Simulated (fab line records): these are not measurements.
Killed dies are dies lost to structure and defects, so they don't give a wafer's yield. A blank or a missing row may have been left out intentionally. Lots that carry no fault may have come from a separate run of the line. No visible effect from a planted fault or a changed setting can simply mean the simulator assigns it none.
A lot that was struck, set against a sound lot -- flow nandHarc -- 15 steps out of a route of 1302
Sound: these wafers, L287.1, L287.2, L287.6. The struck wafers were L294.2, L294.3, L294.4. The cause is named last.
Each step with rows lists, per side, the tool, then ch with its chambers, then its first start. Under that, the readings that differ: sound wafers -- struck wafers -- difference of the means -- sigmas: that difference in standard deviations of wafers without a fault.
alike: readings with means less than 2 such deviations apart, plus words and numbers identical on both sides. not compared: withheld readings, readings lacking a value on some wafer, bounds such as >300 that could conceal the same value, and numbers that have no deviation in the record and whose values overlap.
The two part at a step that has a row with sigmas, a row that says differs or no value, or rows on one side only. Numbers that have no deviation but don't overlap get no sigmas and don't part them. A reading that every wafer of one side lacks parts them only if that side has two wafers or more.

first, 8 steps without rows for these wafers: NHARC_P_M2_HMDS_02 (time 30 s); NHARC_P_M2_COAT_34 (time 65 s); NHARC_P_M2_COAT_03 (resist thk 90 nm); NHARC_P_M2_SOFTBAKE_04 (time 55 s); NHARC_P_M2_EBR_05; NHARC_P_M2_EXPOSE_06 (exposes mask P M2, target cd 170 nm); NHARC_P_M2_PEB_07 (peb time 65 s); NHARC_P_M2_DEVELOP_08 (develop time 35 s).
NHARC_P_M2_CD_MEAS_09: target cd 170 nm.
  sound on cdSem-01 ch 0, day 9 07:21; struck on cdSem-03 ch 0, day 11 17:05
  alike: cdNm
NHARC_P_M2_OVL_MEAS_10: pitch 340 nm.
  sound on overlay-01 at day 9 07:26; struck on overlay-01 at day 11 17:11
reading,sound,struck,difference,sigmas
overlayXNm (nm),1.3 1.7 1.0,-1.1 -1.1 -0.5,-2.2,-3
  alike: overlayYNm
NHARC_P_M2_INSPECT_11:
  sound on defectInspect-01 at day 9 07:29; struck on defectInspect-01 at day 11 17:13
  alike: rawDefectCount
NHARC_P_M2_DESCUM_14: chemistry O2, time 3 s.
  sound on rieDiel-09 ch 0,1,2, day 9 07:33; struck on rieDiel-09 ch 0,1, day 11 17:17
  alike: drypumpMotorCurrentA, oesProductAu, rfVppV, showerheadPlenumPTorr, throttleValvePct
  not compared: rfHoursCounterH
NHARC_P_M2_ETCH_35: etches the open film in N2/H2, target depth 40 nm, overetch 12 nm, time 43.94 s.
  sound on rieDiel-09 ch 0,1,2, day 9 07:38; struck on rieDiel-09 ch 0,1, day 11 17:23
reading,sound,struck,difference,sigmas
oesProductAu (a.u.),0.993 1.005 0.985,0.884 0.862 0.867,-0.123,-12
  alike: drypumpMotorCurrentA, rfVppV, showerheadPlenumPTorr, throttleValvePct
  not compared: rfHoursCounterH
NHARC_P_M2_ETCH_15: etches the open film in C4F8/Ar, target depth 182.5 nm, time 91.2 s.
  sound: rieDiel-09 ch 0,1,3; struck: rieDiel-09 ch 0,3
reading,sound,struck,difference,sigmas
oesProductAu (a.u.),0.977 0.955 0.963,0.924 0.906 0.911,-0.051,-2
  alike: rfVppV
  not compared: rfHoursCounterH
NHARC_END_SORT_01:
  the record has rows for the sound wafers here (prober-02 ch 0, day 27 15:04) and none for the struck ones

== WHERE THEY PART ==
First at NHARC_P_M2_OVL_MEAS_10; last, within this record, at NHARC_END_SORT_01.

WHY: what the simulator had put in
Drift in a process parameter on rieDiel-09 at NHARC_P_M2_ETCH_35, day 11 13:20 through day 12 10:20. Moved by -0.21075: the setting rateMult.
